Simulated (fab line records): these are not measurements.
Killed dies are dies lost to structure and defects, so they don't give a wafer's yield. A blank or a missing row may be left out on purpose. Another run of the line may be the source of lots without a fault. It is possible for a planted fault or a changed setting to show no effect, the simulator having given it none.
What tool caused it? + flow n5_finfet + 10 lots, 30 wafers sampled, at 5 steps of a route of 1938

## WHAT THE GAUGES SHOWED, per wafer
N5_BEOL_M4_INSPECT_59: inspects for defects (darkfield).
| lot  | measured     | on                | raw_defect_count |
|------|--------------|-------------------|------------------|
| L123 | day 8 01:20  | defect_inspect-02 | 114 63 67        |
| L125 | day 8 15:07  | defect_inspect-01 | 113 91 125       |
| L129 | day 9 11:23  | defect_inspect-02 | 27 65 99         |
| L130 | day 9 11:05  | defect_inspect-02 | 82 49 67         |
| L131 | day 9 16:09  | defect_inspect-01 | 63 56 50         |
| L132 | day 10 10:40 | defect_inspect-02 | 53 72 178        |
| L133 | day 11 02:29 | defect_inspect-01 | 82 54 44         |
| L134 | day 11 02:01 | defect_inspect-01 | 83 50 76         |
| L138 | day 12 01:29 | defect_inspect-01 | 82 95 65         |
| L145 | day 13 08:44 | defect_inspect-01 | 63 45 46         |

N5_BEOL_M4_RC_MEAS_101.
| lot  | measured     | on        | CJ_N           | DIBL_N (mV/V)  | DIBL_P (mV/V)  | IOFF_N (nA/um) | IOFF_P (nA/um) | ION_N (uA/um) | ION_P (uA/um) | REXT_N (ohm.um) | SS_N (mV/dec)  | SS_P (mV/dec)  | VT_N (mV)   | VT_P (mV)      |
|------|--------------|-----------|----------------|----------------|----------------|----------------|----------------|---------------|---------------|-----------------|----------------|----------------|-------------|----------------|
| L123 | day 8 01:22  | prober-02 | 4.37 4.29 4.37 | 36.7 36.4 33.9 | 37.2 37.7 34.4 | 0.17 0.16 0.13 | 0.23 0.23 0.18 | 665 687 668   | 465 468 465   | 78.5 78.2 77.9  | 71.8 72.2 71.1 | 73.2 73.8 72.9 | 250 250 252 | -248 -247 -250 |
| L125 | day 8 15:17  | prober-02 | 4.38 4.19 4.45 | 38.1 34.9 36.7 | 38.5 35.8 37.3 | 0.19 0.14 0.17 | 0.23 0.19 0.21 | 682 657 676   | 462 450 462   | 77.4 79.4 77.7  | 72.5 71.9 71.4 | 73.5 72.8 73.5 | 248 253 250 | -250 -253 -253 |
| L129 | day 9 11:34  | prober-02 | 4.43 4.24 4.39 | 36.8 35.1 36.4 | 38.0 37.1 37.7 | 0.17 0.14 0.16 | 0.21 0.18 0.20 | 669 669 672   | 454 451 450   | 75.2 76.0 75.0  | 72.3 71.1 71.1 | 73.7 72.7 73.2 | 248 251 246 | -254 -251 -253 |
| L130 | day 9 11:06  | prober-01 | 4.46 4.51 4.35 | 39.4 39.1 38.0 | 39.6 39.7 38.2 | 0.27 0.25 0.23 | 0.30 0.30 0.27 | 700 697 697   | 471 473 471   | 75.6 75.3 75.3  | 72.8 71.7 71.8 | 74.4 74.9 73.8 | 242 241 242 | -245 -244 -250 |
| L131 | day 9 16:11  | prober-02 | 4.32 4.30 4.24 | 35.6 33.9 34.7 | 36.2 33.8 35.1 | 0.16 0.12 0.14 | 0.19 0.15 0.17 | 684 671 676   | 463 455 463   | 76.5 76.0 75.6  | 71.6 71.2 71.1 | 73.1 73.2 73.2 | 248 253 249 | -250 -254 -253 |
| L132 | day 10 10:41 | prober-02 | 4.24 4.30 4.39 | 38.8 34.4 37.4 | 41.1 35.3 38.8 | 0.20 0.12 0.18 | 0.27 0.17 0.23 | 688 658 693   | 473 454 465   | 76.6 76.8 75.5  | 71.6 70.9 71.7 | 74.6 72.6 73.9 | 245 252 247 | -250 -256 -253 |
| L133 | day 11 02:49 | prober-01 | 4.34 4.29 4.27 | 34.7 34.1 33.1 | 35.4 35.4 34.1 | 0.14 0.14 0.11 | 0.20 0.21 0.18 | 669 676 649   | 461 460 456   | 76.2 75.8 76.1  | 70.6 70.5 70.7 | 72.9 72.9 73.4 | 253 250 256 | -251 -247 -251 |
| L134 | day 11 02:02 | prober-02 | 4.32 4.19 4.20 | 34.1 35.5 35.3 | 33.4 35.1 35.6 | 0.13 0.15 0.15 | 0.16 0.18 0.18 | 667 677 671   | 456 463 461   | 79.0 78.4 80.6  | 70.7 71.3 71.5 | 72.5 73.8 73.5 | 249 253 252 | -254 -253 -254 |
| L138 | day 12 01:31 | prober-01 | 4.21 2.88 4.19 | 35.6 34.6 35.9 | 36.4 38.3 36.5 | 0.15 0.14 0.15 | 0.20 0.23 0.21 | 665 598 678   | 455 455 462   | 77.2 84.6 76.3  | 71.0 71.2 71.7 | 73.4 73.8 73.6 | 251 252 251 | -249 -251 -252 |
| L145 | day 13 08:45 | prober-02 | 4.40 4.45 4.39 | 37.0 35.7 37.2 | 35.9 34.2 37.3 | 0.16 0.13 0.17 | 0.21 0.19 0.23 | 680 666 684   | 465 460 469   | 79.4 78.5 80.2  | 71.2 69.8 71.0 | 72.9 72.2 73.9 | 249 254 249 | -253 -250 -247 |

## EACH LOT AND THE TOOL THAT RAN IT (in order: tool; ch and the chambers of the sampled wafers; start)
| lot  | N5_SD_EPI_N_SD_RECESS_17        | N5_BEOL_M4_SPUTTER_81        | N5_BEOL_M4_CO_CAP_55             |
|------|---------------------------------|------------------------------|----------------------------------|
| L123 | rie_si-06 ch 1,2, day 3 10:59   | pvd_sputter-03, day 7 22:56  | cvd_co-02 ch 0,1,2, day 8 01:07  |
| L125 | rie_si-03 ch 0,2,3, day 3 20:01 | pvd_sputter-02, day 8 12:35  | cvd_co-02 ch 0,2, day 8 14:54    |
| L129 | rie_si-06 ch 0,2,3, day 4 18:26 | pvd_sputter-03, day 9 08:53  | cvd_co-01 ch 0,1, day 9 11:08    |
| L130 | rie_si-01 ch 0,2, day 5 02:19   | pvd_sputter-01, day 9 08:37  | cvd_co-01 ch 0,1, day 9 10:50    |
| L131 | rie_si-06 ch 0,2,3, day 5 07:40 | pvd_sputter-03, day 9 13:44  | cvd_co-02 ch 0,1, day 9 15:55    |
| L132 | rie_si-06 ch 1,2,3, day 5 15:58 | pvd_sputter-03, day 10 08:10 | cvd_co-01 ch 0,1,2, day 10 10:28 |
| L133 | rie_si-06 ch 1,2,3, day 5 22:28 | pvd_sputter-02, day 10 23:33 | cvd_co-02 ch 0,1,2, day 11 02:17 |
| L134 | rie_si-06 ch 0,1,3, day 6 04:01 | pvd_sputter-01, day 10 23:23 | cvd_co-02 ch 0,1,2, day 11 01:48 |
| L138 | rie_si-06 ch 0,1,3, day 7 03:32 | pvd_sputter-02, day 11 23:02 | cvd_co-02 ch 1,2, day 12 01:17   |
| L145 | rie_si-03 ch 0,2, day 8 22:36   | pvd_sputter-03, day 13 06:19 | cvd_co-01 ch 0,1, day 13 08:31   |
- N5_SD_EPI_N_SD_RECESS_17: chemistry HBr/Cl2/O2, target depth 41 nm, time 23.7 s, bt time 3 s.
- N5_BEOL_M4_SPUTTER_81: material Cu, target thk 4.5 nm, time 8.29 s.
- N5_BEOL_M4_CO_CAP_55: material Co, precursor CCTBA/H2, target thk 2 nm, time 102.1 s.

## AS READ BY THE TOOLS THEMSELVES (means over the sampled wafers that have a number; for cases with no such wafer, the mark the record gives instead)
N5_SD_EPI_N_SD_RECESS_17.
| lot  | tool      | HBr_flow_sccm (sccm) | drypump_motor_current_A (A) | oes_product_au (a.u.) | throttle_valve_pct (%) |
|------|-----------|----------------------|-----------------------------|-----------------------|------------------------|
| L123 | rie_si-06 | 149.7                | 5.9                         | 1.008                 | 37.1                   |
| L125 | rie_si-03 | 149.7                | 6.1                         | 0.989                 | 36.8                   |
| L129 | rie_si-06 | 149.9                | 5.9                         | 1.009                 | 37.2                   |
| L130 | rie_si-01 | 150.2                | 6.2                         | 0.995                 | 37.7                   |
| L131 | rie_si-06 | 150.2                | 5.9                         | 1.009                 | 37.1                   |
| L132 | rie_si-06 | 150.1                | 5.7                         | 0.995                 | 37.1                   |
| L133 | rie_si-06 | 150.0                | 5.7                         | 0.990                 | 37.1                   |
| L134 | rie_si-06 | 150.0                | 5.6                         | 0.984                 | 37.4                   |
| L138 | rie_si-06 | 150.2                | 5.6                         | 0.990                 | 37.4                   |
| L145 | rie_si-03 | 150.2                | 6.3                         | 0.984                 | 36.6                   |

N5_BEOL_M4_SPUTTER_81.
| lot  | tool           | throttle_valve_pct (%) |
|------|----------------|------------------------|
| L123 | pvd_sputter-03 | 30.7                   |
| L125 | pvd_sputter-02 | 30.8                   |
| L129 | pvd_sputter-03 | 29.8                   |
| L130 | pvd_sputter-01 | 29.2                   |
| L131 | pvd_sputter-03 | 29.9                   |
| L132 | pvd_sputter-03 | 30.2                   |
| L133 | pvd_sputter-02 | 30.7                   |
| L134 | pvd_sputter-01 | 29.1                   |
| L138 | pvd_sputter-02 | 30.5                   |
| L145 | pvd_sputter-03 | 29.9                   |

N5_BEOL_M4_CO_CAP_55.
| lot  | tool      | heater_power_w (W) |
|------|-----------|--------------------|
| L123 | cvd_co-02 | 228                |
| L125 | cvd_co-02 | 233                |
| L129 | cvd_co-01 | 208                |
| L130 | cvd_co-01 | 212                |
| L131 | cvd_co-02 | 226                |
| L132 | cvd_co-01 | 231                |
| L133 | cvd_co-02 | 229                |
| L134 | cvd_co-02 | 229                |
| L138 | cvd_co-02 | 230                |
| L145 | cvd_co-01 | 211                |

## THE ANSWER, worked out from the rows above alone
Rule: the usual values come from the lots themselves. The widest of any qualifying gaps counts: lots, ordered by their means at a reading, are off when they make up no more than a third of the lots, leave a main group of 4 or more, and stand apart from it by 3 or more times the standard deviation of that group's means. A main group is skipped when, at the precision printed for the reading in the tables above, its means are all equal. A lot without any number at a reading at which 4 lots or more have one is off too. The other lots that the step has rows for count as sound. After the gauges, taken in route order, come the tools' own readings; for these a lot's mean is taken, as printed above. The first step at which some lot is off is used, and at that step the reading that is off furthest; a lot without a number counts as furthest.
Off: L138, at N5_BEOL_M4_RC_MEAS_101 (CJ_N). The main group has a mean of 4.34 with a standard deviation of 0.059.
If a tool, at a process step before that reading, ran all the lots that are off and no sound lot after the first of them, it fits. Gauges at N5_BEOL_M4_RC_MEAS_101: tried the same way as those tools. Can't be told from this: 4 tools fit, rie_si-06 at N5_SD_EPI_N_SD_RECESS_17, pvd_sputter-02 at N5_BEOL_M4_SPUTTER_81, cvd_co-02 at N5_BEOL_M4_CO_CAP_55, prober-01 at N5_BEOL_M4_RC_MEAS_101.

## WHAT HAD BEEN PUT IN BY THE SIMULATOR
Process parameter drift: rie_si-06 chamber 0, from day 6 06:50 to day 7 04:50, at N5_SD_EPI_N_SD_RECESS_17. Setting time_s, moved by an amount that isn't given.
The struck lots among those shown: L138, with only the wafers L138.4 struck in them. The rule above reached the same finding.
